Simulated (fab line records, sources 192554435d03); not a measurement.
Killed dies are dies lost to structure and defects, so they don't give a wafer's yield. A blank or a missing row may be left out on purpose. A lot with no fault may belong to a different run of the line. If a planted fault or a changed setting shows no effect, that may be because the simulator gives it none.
What tool caused it? :: flow n5Finfet :: 33 wafers sampled from 11 lots at 1 step of a route of 1938

== WHAT EACH GAUGE READ, for each wafer ==
N5_BEOL_M8_CD_MEAS_35: the cd target is 40 nm. Usual: 39.9 nm for cdNm, sd 0.59.
lot: L889
measured: day 9 12:01
on: cdSem-03
cdNm (nm): 38.6 39.6 40.4
flag: 

lot: L891
measured: day 9 19:31
on: cdSem-03
cdNm (nm): 39.6 38.7 40.4
flag: 

lot: L892
measured: day 10 03:13
on: cdSem-02
cdNm (nm): 40.1 39.6 39.0
flag: 

lot: L893
measured: day 10 06:48
on: cdSem-01
cdNm (nm): 39.8 40.4 40.9
flag: 

lot: L894
measured: day 10 17:28
on: cdSem-02
cdNm (nm): 40.4 39.9 39.9
flag: 

lot: L895
measured: day 11 03:28
on: cdSem-02
cdNm (nm): 40.5 40.6 40.2
flag: 

lot: L899
measured: day 11 21:00
on: cdSem-02
cdNm (nm): 39.0 39.9 38.9
flag: 

lot: L898
measured: day 11 21:31
on: cdSem-02
cdNm (nm): 39.7 39.5 39.0
flag: 

lot: L902
measured: day 12 17:49
on: cdSem-01
cdNm (nm): 39.1 40.0 39.5
flag: 

lot: L901
measured: day 13 09:00
on: cdSem-01
cdNm (nm): 40.0 40.3 39.7
flag: 

lot: L905
measured: day 14 02:16
on: cdSem-02
cdNm (nm): 38.6 39.4 39.7
flag: 

== EACH LOT AND THE TOOL THAT RAN IT (in order: tool; ch and the chambers of the sampled wafers; start) ==
No process step before these readings appears in the record.

== AS READ BY THE TOOLS THEMSELVES (means over the sampled wafers that have a number; for cases with no such wafer, the mark the record gives instead) ==
The record holds no such reading with a usual standard deviation.

== THE ANSWER, worked out from the rows above alone ==
Rule: take the mean of a lot's wafers that have a number; if it is more than 3 standard deviations from the usual mean, the lot is off. A lot without any number at a reading at which 4 lots or more have one is off too. The other lots that the step has rows for count as sound. The gauges are gone through in route order, then the tools' own readings, and for those a lot's mean is taken as printed above. The first step at which some lot is off is used, and at that step the reading that is off furthest; a lot without a number counts as furthest.
No lot is off at any reading shown: from this, nothing can be told.

== WHAT WAS PUT IN BY THE SIMULATOR ==
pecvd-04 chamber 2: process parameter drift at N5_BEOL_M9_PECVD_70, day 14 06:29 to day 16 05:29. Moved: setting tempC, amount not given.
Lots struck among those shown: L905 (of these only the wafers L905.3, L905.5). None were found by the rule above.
